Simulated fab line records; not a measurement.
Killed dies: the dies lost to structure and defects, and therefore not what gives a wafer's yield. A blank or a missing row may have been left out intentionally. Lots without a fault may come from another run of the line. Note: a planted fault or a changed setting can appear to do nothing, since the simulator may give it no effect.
Matching of chambers + flow nand harc + NHARC_A_STAIRCASE_TRIM_12 on rie diel-07: 3 sister chambers
The step chemistry O2, time 211.2 s. 16 wafers are shown with their chamber, then 6 later ones without.

EACH WAFER AND ITS CHAMBER
| wafer  | chamber | showerhead plenum p Torr (Torr) | drypump motor current A (A) | chamber pressure mTorr (mTorr) |
|--------|---------|---------------------------------|-----------------------------|--------------------------------|
| L075.4 | 0       | 3.32                            | 6.0                         | 60.06                          |
| L075.5 | 2       | 3.80                            | 6.2                         | 59.89                          |
| L075.6 | 3       | 3.40                            | 5.5                         | 59.95                          |
| L076.3 | 3       | 3.39                            | 5.5                         | 59.95                          |
| L076.4 | 2       | 3.80                            | 6.2                         | 59.98                          |
| L076.5 | 3       | 3.39                            | 5.5                         | 59.94                          |
| L077.1 | 3       | 3.39                            | 5.4                         | 59.96                          |
| L077.3 | 0       | 3.32                            | 6.0                         | 60.16                          |
| L077.5 | 3       | 3.39                            | 5.4                         | 60.01                          |
| L078.3 | 0       | 3.32                            | 6.0                         | 60.09                          |
| L078.5 | 3       | 3.39                            | 5.5                         | 60.01                          |
| L078.6 | 0       | 3.32                            | 6.0                         | 60.07                          |
| L080.4 | 2       | 3.79                            | 6.1                         | 60.03                          |
| L080.5 | 0       | 3.31                            | 6.0                         | 60.01                          |
| L080.6 | 3       | 3.38                            | 5.5                         | 59.96                          |
| L087.1 | 3       | 3.37                            | 5.4                         | 59.92                          |

SIGNATURES (averages over the wafers above)
| reading                  | chamber 0 | chamber 2 | chamber 3 | scatter within a chamber |
|--------------------------|-----------|-----------|-----------|--------------------------|
| showerhead plenum p Torr | 3.3180    | 3.7967    | 3.3875    | 0.00732                  |
| drypump motor current A  | 6.000     | 6.167     | 5.463     | 0.0442                   |
| chamber pressure mTorr   | 60.0780   | 59.9667   | 59.9625   | 0.0473                   |
Rule: distance of a wafer from a chamber = root of the sum over the readings of ((wafer's reading minus chamber's mean) / reading's scatter) squared. If the next closest chamber is less than 2 further off than the closest, the wafer can't be placed; otherwise it belongs to the closest. The scatter: the root of (the sum of the squares of (reading less its chamber's mean) over the shown wafers, divided by (wafers less chambers)).

WAFERS WITHOUT THEIR CHAMBER
| wafer  | showerhead plenum p Torr (Torr) | drypump motor current A (A) | chamber pressure mTorr (mTorr) |
|--------|---------------------------------|-----------------------------|--------------------------------|
| L087.4 | 3.78                            | 6.2                         | 59.94                          |
| L089.1 | 3.30                            | 6.0                         | 59.90                          |
| L089.2 | 3.37                            | 5.5                         | 60.04                          |
| L089.4 | 3.77                            | 6.2                         | 59.93                          |
| L096.1 | 3.36                            | 5.5                         | 60.11                          |
| L096.6 | 3.29                            | 5.9                         | 60.02                          |

THE CHAMBER EACH PASSED THROUGH
| wafer  | from the rows above | in truth |
|--------|---------------------|----------|
| L087.4 | 2                   | 2        |
| L089.1 | 0                   | 0        |
| L089.2 | 3                   | 3        |
| L089.4 | 2                   | 2        |
| L096.1 | 3                   | 3        |
| L096.6 | 0                   | 0        |
Correctly placed: 6 of 6. Not placeable from these rows: 0. Number placed wrongly: 0.
